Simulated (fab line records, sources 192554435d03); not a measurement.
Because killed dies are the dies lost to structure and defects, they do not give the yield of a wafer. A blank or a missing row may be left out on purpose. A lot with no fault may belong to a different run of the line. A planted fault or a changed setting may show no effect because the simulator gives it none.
Matching of chambers :: flow n5Finfet :: 3 sister chambers for N5_BEOL_M14_ILD_DEP_00 on pecvd-01
The step deposits SiO2 from TEOS/O2, target thk 1119.3 nm, time 237.4 s. 3 wafers are shown with their chamber, then 10 later ones without.

## WAFERS, EACH WITH ITS CHAMBER
wafer: L088.4
chamber: 1
throttleValvePct (%): 19.3

wafer: L091.2
chamber: 2
throttleValvePct (%): 18.5

wafer: L091.3
chamber: 0
throttleValvePct (%): 18.9

## WAFERS MISSING THEIR CHAMBER
wafer: L091.6
throttleValvePct (%): 18.7

wafer: L092.1
throttleValvePct (%): 19.0

wafer: L092.2
throttleValvePct (%): 19.3

wafer: L092.3
throttleValvePct (%): 19.0

wafer: L093.2
throttleValvePct (%): 18.6

wafer: L093.3
throttleValvePct (%): 19.0

wafer: L093.4
throttleValvePct (%): 18.8

wafer: L090.1
throttleValvePct (%): 18.9

wafer: L090.4
throttleValvePct (%): 18.4

wafer: L090.6
throttleValvePct (%): 18.8

## EACH ONE'S CHAMBER
wafer: L091.6
from the rows above: can't be placed: 0 or 2
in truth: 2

wafer: L092.1
from the rows above: can't be placed: 0 or 1
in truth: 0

wafer: L092.2
from the rows above: 1
in truth: 1

wafer: L092.3
from the rows above: can't be placed: 0 or 1
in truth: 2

wafer: L093.2
from the rows above: can't be placed: 2 or 0
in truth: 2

wafer: L093.3
from the rows above: can't be placed: 0 or 1
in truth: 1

wafer: L093.4
from the rows above: can't be placed: 0 or 2
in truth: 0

wafer: L090.1
from the rows above: 0
in truth: 0

wafer: L090.4
from the rows above: 2
in truth: 2

wafer: L090.6
from the rows above: can't be placed: 0 or 2
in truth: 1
3 of 10 placed correctly. Not placeable from these rows: 7 (in 5, the candidates include the true chamber). Wrongly placed: 0.
How it was worked out, from the rows above alone: a wafer's distance from a chamber is the root of the sum, over the readings, of the square of ((its reading less the chamber's mean) divided by the reading's scatter). The wafer belongs to the nearest chamber; if the next one is less than 2 further off, it can't be placed. The mean given for a chamber averages the wafers shown for that chamber. The scatter: root of mean squared gap, hidden wafer to nearest shown wafer, with one shown wafer a chamber.
